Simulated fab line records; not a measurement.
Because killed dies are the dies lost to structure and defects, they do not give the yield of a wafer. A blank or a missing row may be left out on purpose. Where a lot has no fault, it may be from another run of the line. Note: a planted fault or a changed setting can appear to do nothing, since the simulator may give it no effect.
Chamber matching :: flow n5Finfet :: rieDiel-04 running N5_BEOL_M3_STRIP_19: 4 sister chambers
The step strips in O2. 8 wafers are shown with their chamber, then 7 later ones without.

== WAFERS, EACH WITH ITS CHAMBER ==
wafer: L074.5
chamber: 3
drypumpMotorCurrentA (A): 5.4
showerheadPlenumPTorr (Torr): 2.11

wafer: L079.6
chamber: 2
drypumpMotorCurrentA (A): 5.6
showerheadPlenumPTorr (Torr): 2.02

wafer: L081.5
chamber: 3
drypumpMotorCurrentA (A): 5.4
showerheadPlenumPTorr (Torr): 2.11

wafer: L085.1
chamber: 2
drypumpMotorCurrentA (A): 5.6
showerheadPlenumPTorr (Torr): 2.02

wafer: L085.2
chamber: 1
drypumpMotorCurrentA (A): 5.6
showerheadPlenumPTorr (Torr): 2.16

wafer: L085.3
chamber: 0
drypumpMotorCurrentA (A): 6.3
showerheadPlenumPTorr (Torr): 2.06

wafer: L090.1
chamber: 1
drypumpMotorCurrentA (A): 5.5
showerheadPlenumPTorr (Torr): 2.15

wafer: L090.2
chamber: 0
drypumpMotorCurrentA (A): 6.3
showerheadPlenumPTorr (Torr): 2.06

== WAFERS MISSING THEIR CHAMBER ==
wafer: L090.6
drypumpMotorCurrentA (A): 5.7
showerheadPlenumPTorr (Torr): 2.02

wafer: L091.1
drypumpMotorCurrentA (A): 5.7
showerheadPlenumPTorr (Torr): 2.01

wafer: L091.4
drypumpMotorCurrentA (A): 5.4
showerheadPlenumPTorr (Torr): 2.10

wafer: L091.6
drypumpMotorCurrentA (A): 5.4
showerheadPlenumPTorr (Torr): 2.10

wafer: L089.2
drypumpMotorCurrentA (A): 6.3
showerheadPlenumPTorr (Torr): 2.05

wafer: L089.3
drypumpMotorCurrentA (A): 5.7
showerheadPlenumPTorr (Torr): 2.01

wafer: L089.6
drypumpMotorCurrentA (A): 5.4
showerheadPlenumPTorr (Torr): 2.10

== EACH ONE'S CHAMBER ==
wafer: L090.6
from the rows above: 2
in truth: 2

wafer: L091.1
from the rows above: 2
in truth: 2

wafer: L091.4
from the rows above: 3
in truth: 3

wafer: L091.6
from the rows above: 3
in truth: 3

wafer: L089.2
from the rows above: 0
in truth: 0

wafer: L089.3
from the rows above: 2
in truth: 2

wafer: L089.6
from the rows above: 3
in truth: 3
7 of 7 placed correctly. Number that these rows cannot place: 0. Wrongly placed: 0.
How it was worked out, from the rows above alone: a wafer's distance from a chamber is the root of the sum, over the readings, of the square of ((its reading less the chamber's mean) divided by the reading's scatter). The wafer belongs to the nearest chamber; if the next one is less than 2 further off, it can't be placed. Each chamber's mean is taken over the wafers shown for it. The scatter: the root of (the sum of the squares of (reading less its chamber's mean) over the shown wafers, divided by (wafers less chambers)).
